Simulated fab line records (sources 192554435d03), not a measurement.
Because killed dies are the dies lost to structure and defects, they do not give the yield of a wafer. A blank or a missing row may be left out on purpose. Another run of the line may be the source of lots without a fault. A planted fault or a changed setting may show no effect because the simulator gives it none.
fab line records | flow n5-finfet
record: lots: 14 | wafers: 37 | last-day: 18
route steps=1938 shown BEOL_M6@1262 BEOL_M7@1267 PASSIVATION@1936
lots that met no fault: taken from a fault-free run of the same line
start-h: the number of hours between the record's first day and the start of the first shown wafer of the lot | wait-h: hours from the lot's prior step to this one | " the same as in the row above | L1.1+2: a row that stands for several wafers | - no value, or no start was given | * or withheld: withheld | < > ~ a bound
route shown NAME@n: NAME is a module with steps in the file, n the number in the route of the first one | usual: mean/standard deviation of fault-free wafers | same: alike in all rows | chamber/n: place in a boat | sites: the reading at each site | _std_site: how widely they spread, as a standard deviation | _edge_site: inner sites' mean taken away from outer sites' mean | radius-mm: for every site, how far away it sits from the centre of the wafer | mask NAME#n: copy n | behind: the last tool/chamber to shape the wafer | hold: why the lot was held/for how many hours/how that ended | device: transistor that didn't switch, given as n, p or np | end of line: tests of these same wafers at the route's end | where a step has no rows: the recipe by itself | killed: not the wafer's yield, but the dies lost to structure and defects at the first sort | map: a wafer's dies, x killed, . not, _ none there
set.NAME: setting as actually run; set.NAME@STEP: the setting as run at that earlier step | model.NAME: the simulator's own value behind a step, which no gauge read
steps of the route over a sample of lots; a table a step, a row a wafer
services: a tool's chamber out of use, with start hour (start-h, from the record's first day; less than 0 if before it), hours out, and reason
== steps ==
step: N5_BEOL_M6_INSPECT_58
recipe: inspect-instrument: darkfield | mode: post-dep
usual: raw-defect-count: 67/20
lot.wafer | tool              | chamber | start-h | wait-h | raw-defect-count
L763.1    | defect-inspect-01 | -       | 179.73  | 0.0    | 106
L763.2    | "                 | -       | "       | "      | 81
L763.3    | "                 | -       | "       | "      | 104
L764.1    | defect-inspect-01 | -       | 188.23  | 0.0    | 63
L764.4    | "                 | -       | "       | "      | 52
L764.6    | "                 | -       | "       | "      | 44
L765.3    | defect-inspect-02 | -       | 205.75  | 0.0    | 52
L765.4    | "                 | -       | "       | "      | 77
L765.5    | "                 | -       | "       | "      | 41
L769.2    | defect-inspect-02 | -       | 231.76  | 0.0    | 63
L769.5    | "                 | -       | "       | "      | 54
L770.2    | defect-inspect-02 | -       | 235.74  | 0.0    | 37
L770.3    | "                 | -       | "       | "      | 38
L771.1    | defect-inspect-02 | -       | 239.38  | 0.0    | 62
L771.6    | "                 | -       | "       | "      | 70
L774.1    | defect-inspect-01 | -       | 258.53  | 0.0    | 40
L774.2    | "                 | -       | "       | "      | 62
L775.3    | defect-inspect-02 | -       | 266.71  | 0.0    | 84
L775.4    | "                 | -       | "       | "      | 65
L775.6    | "                 | -       | "       | "      | 96
L776.2    | defect-inspect-01 | -       | 278.67  | 0.0    | 57
L776.3    | "                 | -       | "       | "      | 43
L776.4    | "                 | -       | "       | "      | 75
L778.2    | defect-inspect-02 | -       | 279.67  | 0.0    | 63
L778.4    | "                 | -       | "       | "      | 69
L778.5    | "                 | -       | "       | "      | 44
L777.3    | defect-inspect-01 | -       | 285.24  | 0.0    | 87
L777.4    | "                 | -       | "       | "      | 60
L777.5    | "                 | -       | "       | "      | 98
L782.2    | defect-inspect-01 | -       | 314.20  | 0.0    | 55
L782.4    | "                 | -       | "       | "      | 48
L782.6    | "                 | -       | "       | "      | 54
L781.3    | defect-inspect-02 | -       | 330.07  | 0.0    | 68
L781.4    | "                 | -       | "       | "      | 74
L785.1    | defect-inspect-01 | -       | 334.27  | 0.0    | 78
L785.4    | "                 | -       | "       | "      | 78
L785.6    | "                 | -       | "       | "      | 52
step: N5_BEOL_M7_HM_DEP_02
recipe: material: TiN | target-thk-a: 200 | temp-c: 25 | chamber-pressure-pa: 0.49996
usual: throttle-valve-pct: 29.8/0.86
lot.wafer | tool           | chamber | start-h | wait-h | throttle-valve-pct
L763.1    | pvd-sputter-02 | -       | 180.90  | 0.5    | 28.0
L763.2    | "              | -       | "       | "      | 29.1
L763.3    | "              | -       | "       | "      | 30.3
L764.1    | pvd-sputter-01 | -       | 189.75  | 0.8    | 30.3
L764.4    | "              | -       | "       | "      | 28.8
L764.6    | "              | -       | "       | "      | 29.0
L765.3    | pvd-sputter-01 | -       | 207.54  | 0.6    | 30.7
L765.4    | "              | -       | "       | "      | 29.2
L765.5    | "              | -       | "       | "      | 30.2
L769.2    | pvd-sputter-01 | -       | 232.80  | 0.4    | 28.8
L769.5    | "              | -       | "       | "      | 29.1
L770.2    | pvd-sputter-02 | -       | 236.81  | 0.4    | 29.3
L770.3    | "              | -       | "       | "      | 31.2
L771.1    | pvd-sputter-01 | -       | 240.98  | 0.6    | 29.2
L771.6    | "              | -       | "       | "      | 29.3
L774.1    | pvd-sputter-03 | -       | 259.90  | 0.7    | 29.5
L774.2    | "              | -       | "       | "      | 30.9
L775.3    | pvd-sputter-01 | -       | 269.86  | 2.5    | 30.6
L775.4    | "              | -       | "       | "      | 29.4
L775.6    | "              | -       | "       | "      | 29.1
L776.2    | pvd-sputter-02 | -       | 280.81  | 1.5    | 29.2
L776.3    | "              | -       | "       | "      | 28.0
L776.4    | "              | -       | "       | "      | 30.9
L778.2    | pvd-sputter-03 | -       | 281.17  | 0.8    | 30.1
L778.4    | "              | -       | "       | "      | 29.5
L778.5    | "              | -       | "       | "      | 29.2
L777.3    | pvd-sputter-01 | -       | 287.98  | 2.1    | 30.3
L777.4    | "              | -       | "       | "      | 29.2
L777.5    | "              | -       | "       | "      | 30.7
L782.2    | pvd-sputter-03 | -       | 315.98  | 0.1    | 30.9
L782.4    | "              | -       | "       | "      | 29.3
L782.6    | "              | -       | "       | "      | 29.1
L781.3    | pvd-sputter-02 | -       | 332.10  | 1.3    | 30.6
L781.4    | "              | -       | "       | "      | 29.4
L785.1    | pvd-sputter-01 | -       | 335.47  | 0.5    | 29.5
L785.4    | "              | -       | "       | "      | 30.5
L785.6    | "              | -       | "       | "      | 29.2
step: N5_BEOL_M7_INSPECT_13
recipe: mode: adi | inspect-instrument: brightfield
usual: raw-defect-count: 410/84
lot.wafer | tool              | chamber | start-h | wait-h | raw-defect-count
L763.1    | defect-inspect-01 | -       | 181.48  | 0.0    | 432
L763.2    | "                 | -       | "       | "      | 326
L763.3    | "                 | -       | "       | "      | 409
L764.1    | defect-inspect-01 | -       | 190.31  | 0.0    | 414
L764.4    | "                 | -       | "       | "      | 401
L764.6    | "                 | -       | "       | "      | 317
L765.3    | defect-inspect-01 | -       | 207.96  | 0.0    | 479
L765.4    | "                 | -       | "       | "      | 343
L765.5    | "                 | -       | "       | "      | 487
L769.2    | defect-inspect-01 | -       | 233.36  | 0.0    | 355
L769.5    | "                 | -       | "       | "      | 291
L770.2    | defect-inspect-01 | -       | 237.36  | 0.0    | 406
L770.3    | "                 | -       | "       | "      | 393
L771.1    | defect-inspect-02 | -       | 241.54  | 0.0    | 335
L771.6    | "                 | -       | "       | "      | 341
L774.1    | defect-inspect-02 | -       | 260.45  | 0.0    | 431
L774.2    | "                 | -       | "       | "      | 340
L775.3    | defect-inspect-02 | -       | 270.43  | 0.0    | 447
L775.4    | "                 | -       | "       | "      | 417
L775.6    | "                 | -       | "       | "      | 483
L776.2    | defect-inspect-02 | -       | 281.36  | 0.0    | 289
L776.3    | "                 | -       | "       | "      | 304
L776.4    | "                 | -       | "       | "      | 308
L778.2    | defect-inspect-01 | -       | 281.60  | 0.0    | 453
L778.4    | "                 | -       | "       | "      | 439
L778.5    | "                 | -       | "       | "      | 483
L777.3    | defect-inspect-01 | -       | 288.54  | 0.0    | 344
L777.4    | "                 | -       | "       | "      | 426
L777.5    | "                 | -       | "       | "      | 467
L782.2    | defect-inspect-01 | -       | 316.41  | 0.0    | 498
L782.4    | "                 | -       | "       | "      | 470
L782.6    | "                 | -       | "       | "      | 505
L781.3    | defect-inspect-01 | -       | 332.66  | 0.0    | 410
L781.4    | "                 | -       | "       | "      | 645
L785.1    | defect-inspect-01 | -       | 336.03  | 0.0    | 419
L785.4    | "                 | -       | "       | "      | 329
L785.6    | "                 | -       | "       | "      | 301
step: N5_BEOL_M7_COAT_71
recipe: resist: underlayer | temp-c: 205 | time-s: 60 | spin-rpm: 1500 | resist-thk-nm: 5
usual: spin-speed-rpm: 1500.1/1.1
lot.wafer | tool           | chamber | start-h | wait-h | spin-speed-rpm
L763.1    | litho-track-03 | 0       | 185.19  | -      | 1499.4
L763.2    | "              | 0       | "       | "      | 1500.7
L763.3    | "              | 0       | "       | "      | 1501.2
L764.1    | litho-track-03 | 0       | 191.93  | -      | 1501.2
L764.4    | "              | 0       | "       | "      | 1500.3
L764.6    | "              | 0       | "       | "      | 1499.9
L765.3    | litho-track-05 | 0       | 208.52  | -      | 1500.4
L765.4    | "              | 0       | "       | "      | 1499.7
L765.5    | "              | 0       | "       | "      | 1501.2
L769.2    | litho-track-04 | 0       | 235.20  | -      | 1498.2
L769.5    | "              | 0       | "       | "      | 1499.7
L770.2    | litho-track-03 | 0       | 238.23  | -      | 1499.8
L770.3    | "              | 0       | "       | "      | 1499.0
L771.1    | litho-track-04 | 0       | 244.36  | -      | 1500.4
L771.6    | "              | 0       | "       | "      | 1498.8
L774.1    | litho-track-03 | 0       | 262.80  | -      | 1500.4
L774.2    | "              | 0       | "       | "      | 1500.5
L775.3    | litho-track-03 | 0       | 273.41  | -      | 1411.6
L775.4    | "              | 0       | "       | "      | 1411.3
L775.6    | "              | 0       | "       | "      | 1412.9
L776.2    | litho-track-03 | 0       | 282.01  | -      | 1409.9
L776.3    | "              | 0       | "       | "      | 1411.3
L776.4    | "              | 0       | "       | "      | 1411.3
L778.2    | litho-track-03 | 0       | 282.53  | -      | 1413.9
L778.4    | "              | 0       | "       | "      | 1413.6
L778.5    | "              | 0       | "       | "      | 1412.9
L777.3    | litho-track-05 | 0       | 290.66  | -      | 1498.4
L777.4    | "              | 0       | "       | "      | 1498.5
L777.5    | "              | 0       | "       | "      | 1500.3
L782.2    | litho-track-04 | 0       | 317.47  | -      | 1499.7
L782.4    | "              | 0       | "       | "      | 1499.2
L782.6    | "              | 0       | "       | "      | 1500.1
L781.3    | litho-track-05 | 0       | 334.40  | -      | 1501.8
L781.4    | "              | 0       | "       | "      | 1501.4
L785.1    | litho-track-05 | 0       | 340.76  | -      | 1499.9
L785.4    | "              | 0       | "       | "      | 1500.3
L785.6    | "              | 0       | "       | "      | 1500.0
step: N5_PASSIVATION_PROBE_49
usual: defect-limited-yield: 90.9/1.6 | killed_at_M0_to_M3: 34/10 | killed_at_M4_up: 13/5.4 | killed-at-contacts: 13/6 | killed-at-front-end: 42/13 | killed-at-other: 4/3.2 | killed-dies: 107/18 | killed-open: 69/14 | killed-short: 35/7.7 | sort_bin_4_leakage: 0.02/0.17 | sort_bin_5_function: 5.3/1 | sort_bin_6_memory: 3.3/0.75 | sort_bin_8_speed: 0.00/0.015 | sort-n-pass: 1073/19 | sort-yield-pct: 90.9/1.6
same: gross-dies: 1180 | killed-at-back-side: 0
lot.wafer | tool      | chamber | start-h | wait-h | defect-limited-yield[%] | killed_at_M0_to_M3 | killed_at_M4_up | killed-at-contacts | killed-at-front-end | killed-at-other | killed-dies | killed-open | killed-short | sort_bin_4_leakage[%] | sort_bin_5_function[%] | sort_bin_6_memory[%] | sort_bin_8_speed[%] | sort-n-pass | sort-yield-pct[%]
L769.2    | prober-01 | -       | 304.92  | 0.1    | 93.0                    | 25                 | 7               | 22                 | 26                  | 3               | 83          | 59          | 24           | 0                     | 4.4                    | 2.6                  | 0                   | 1097        | 93.0
L769.5    | prober-01 | -       | 305.07  | 0.2    | 94.0                    | 27                 | 6               | 10                 | 25                  | 3               | 71          | 50          | 20           | 0                     | 3.7                    | 2.2                  | 0                   | 1109        | 94.0
L770.2    | prober-02 | -       | 315.63  | 0.1    | 90.3                    | 29                 | 8               | 7                  | 69                  | 2               | 115         | 86          | 29           | 0                     | 5.6                    | 4.1                  | 0                   | 1065        | 90.3
L770.3    | prober-02 | -       | 315.68  | 0.1    | 90.3                    | 45                 | 16              | 15                 | 36                  | 2               | 114         | 69          | 42           | 0                     | 5.8                    | 3.5                  | 0                   | 1066        | 90.3
L775.3    | prober-01 | -       | 353.38  | 0.1    | 89.9                    | 38                 | 22              | 10                 | 46                  | 3               | 119         | 68          | 47           | 0                     | 6.9                    | 2.8                  | 0                   | 1061        | 89.9
L775.4    | prober-01 | -       | 353.43  | 0.2    | 90.3                    | 48                 | 7               | 19                 | 39                  | 2               | 115         | 74          | 41           | 0                     | 5.8                    | 3.4                  | 0                   | 1065        | 90.3
L775.6    | prober-01 | -       | 353.53  | 0.3    | 88.9                    | 34                 | 25              | 22                 | 48                  | 2               | 131         | 86          | 42           | 0                     | 6.4                    | 4.2                  | 0                   | 1049        | 88.9
L782.2    | prober-02 | -       | 420.85  | 0.1    | 90.6                    | 33                 | 16              | 6                  | 55                  | 1               | 111         | 73          | 36           | 0                     | 5.4                    | 3.6                  | 0                   | 1069        | 90.6
L782.4    | prober-02 | -       | 420.95  | 0.2    | 90.4                    | 41                 | 6               | 26                 | 31                  | 9               | 113         | 70          | 41           | 0                     | 4.9                    | 4.2                  | 0                   | 1067        | 90.4
L782.6    | prober-02 | -       | 421.05  | 0.3    | 92.9                    | 17                 | 12              | 13                 | 39                  | 3               | 84          | 52          | 30           | 0                     | 3.8                    | 3.2                  | 0                   | 1096        | 92.9
killed by level:class
L769.2 MOL_CONTACT_COAG:geometric-particle:open=18 STI_FIN_REVEAL:geometric-particle:open=9 BEOL_M0:geometric-particle:open=6 GATE_CUT:geometric-particle:short=5 BEOL_M0_SAQP:geometric-particle:short=5 MOL_CONTACT_COAG:geometric-particle:short=4 BEOL_M1:geometric-particle:open=4 BEOL_M3:geometric-particle:open=4
L769.5 MOL_CONTACT_COAG:geometric-particle:open=8 STI_FIN_REVEAL:geometric-particle:open=7 BEOL_M2:geometric-particle:open=6 GATE_CUT:geometric-particle:short=4 BEOL_M0_SAQP:geometric-particle:open=4 BEOL_M0_SAQP:geometric-particle:short=4 BEOL_M1:geometric-particle:open=4 BEOL_M3:geometric-particle:open=4
L770.2 STI_FIN_REVEAL:geometric-particle:open=33 STI_FIN_REVEAL:geometric-particle:short=9 FIN_SAQP:geometric-particle:short=8 FIN_SAQP:geometric-particle:open=7 BEOL_M1:geometric-particle:open=6 BEOL_M0_SAQP:geometric-particle:open=5 BEOL_M0:geometric-particle:open=5 BEOL_M2:geometric-particle:open=5
L770.3 BEOL_M0_SAQP:geometric-particle:short=10 MOL_CONTACT_COAG:geometric-particle:open=10 BEOL_M0_SAQP:geometric-particle:open=9 STI_FIN_REVEAL:geometric-particle:open=8 BEOL_M3:geometric-particle:open=7 BEOL_M4:geometric-particle:open=7 FIN_SAQP:geometric-particle:open=6 BEOL_M0:geometric-particle:short=6
L775.3 BEOL_M0_SAQP:geometric-particle:short=16 FIN_SAQP:geometric-particle:open=12 FIN_SAQP:geometric-particle:short=9 BEOL_M1:geometric-particle:open=8 BEOL_M4:geometric-particle:open=8 STI_FIN_REVEAL:geometric-particle:open=7 MOL_CONTACT_COAG:geometric-particle:open=7 BEOL_M0_SAQP:geometric-particle:open=7
L775.4 MOL_CONTACT_COAG:geometric-particle:open=15 BEOL_M0_SAQP:geometric-particle:short=15 FIN_SAQP:geometric-particle:open=14 FIN_SAQP:geometric-particle:short=10 BEOL_M0_SAQP:geometric-particle:open=8 BEOL_M3:geometric-particle:open=7 BEOL_M2:geometric-particle:open=5 STI_FIN_REVEAL:geometric-particle:open=5
L775.6 MOL_CONTACT_COAG:geometric-particle:open=15 STI_FIN_REVEAL:geometric-particle:open=11 BEOL_M4:geometric-particle:open=10 MOL_CONTACT_COAG:geometric-particle:short=7 BEOL_M0_SAQP:geometric-particle:short=7 BEOL_M3:geometric-particle:open=7 FIN_SAQP:geometric-particle:short=6 DUMMY_GATE:geometric-particle:open=5
L782.2 FIN_SAQP:geometric-particle:short=12 STI_FIN_REVEAL:geometric-particle:open=11 FIN_SAQP:geometric-particle:open=7 BEOL_M1:geometric-particle:open=7 BEOL_M2:geometric-particle:open=7 DUMMY_GATE:geometric-particle:open=6 BEOL_M3:geometric-particle:open=6 MOL_CONTACT_COAG:geometric-particle:open=5
L782.4 MOL_CONTACT_COAG:geometric-particle:open=20 FIN_SAQP:geometric-particle:short=8 STI_FIN_REVEAL:geometric-particle:open=7 BEOL_M0_SAQP:geometric-particle:short=7 BEOL_M2:geometric-particle:open=7 BEOL_M3:geometric-particle:open=7 BEOL_M0_SAQP:geometric-particle:open=6 PAD_METAL:geometric-particle:short=6
L782.6 FIN_SAQP:geometric-particle:open=13 MOL_CONTACT_COAG:geometric-particle:open=10 FIN_SAQP:geometric-particle:short=9 BEOL_M4:geometric-particle:short=7 STI_FIN_REVEAL:geometric-particle:open=4 DUMMY_GATE:geometric-particle:open=4 BEOL_M2:geometric-particle:open=4 MOL_CONTACT_COAG:geometric-particle:short=3
== services ==
tool           | chamber | start-h | hours | kind
litho-track-05 | -       | 163.52  | -     | consumable-replace:filter
pvd-sputter-02 | -       | 305.99  | 6.3   | repair
litho-track-04 | -       | 321.72  | -     | consumable-replace:filter
== key ==
first-sign: step: N5_BEOL_M7_COAT_71 | reading: spin-speed-rpm | direction: down | sigmas: 81 | usual: * | struck: *
effect none on later readings
met-at N5_BEOL_M7_COAT_71
struck-lots L775,L776,L778
baseline-loss: step: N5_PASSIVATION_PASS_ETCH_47 | wafers: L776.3
baseline-loss: step: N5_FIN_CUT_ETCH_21 | wafers: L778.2
not-acting-at N5_BEOL_M6_INSPECT_58,N5_BEOL_M7_HM_DEP_02,N5_BEOL_M7_INSPECT_13
onset-between 262.80 273.41
fault: kind: process-parameter-drift | tool: litho-track-03 | chamber: - | onset-h: 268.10 | steps: N5_BEOL_M7_COAT_71 | channel: spin-rpm | offset: * | shape: step | end-h: 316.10 | acts-in: * | stated: *
baseline-loss: these wafers lose ten dies or more at that step, a loss of the line's own and not of a fault; the sort's usual values leave them out
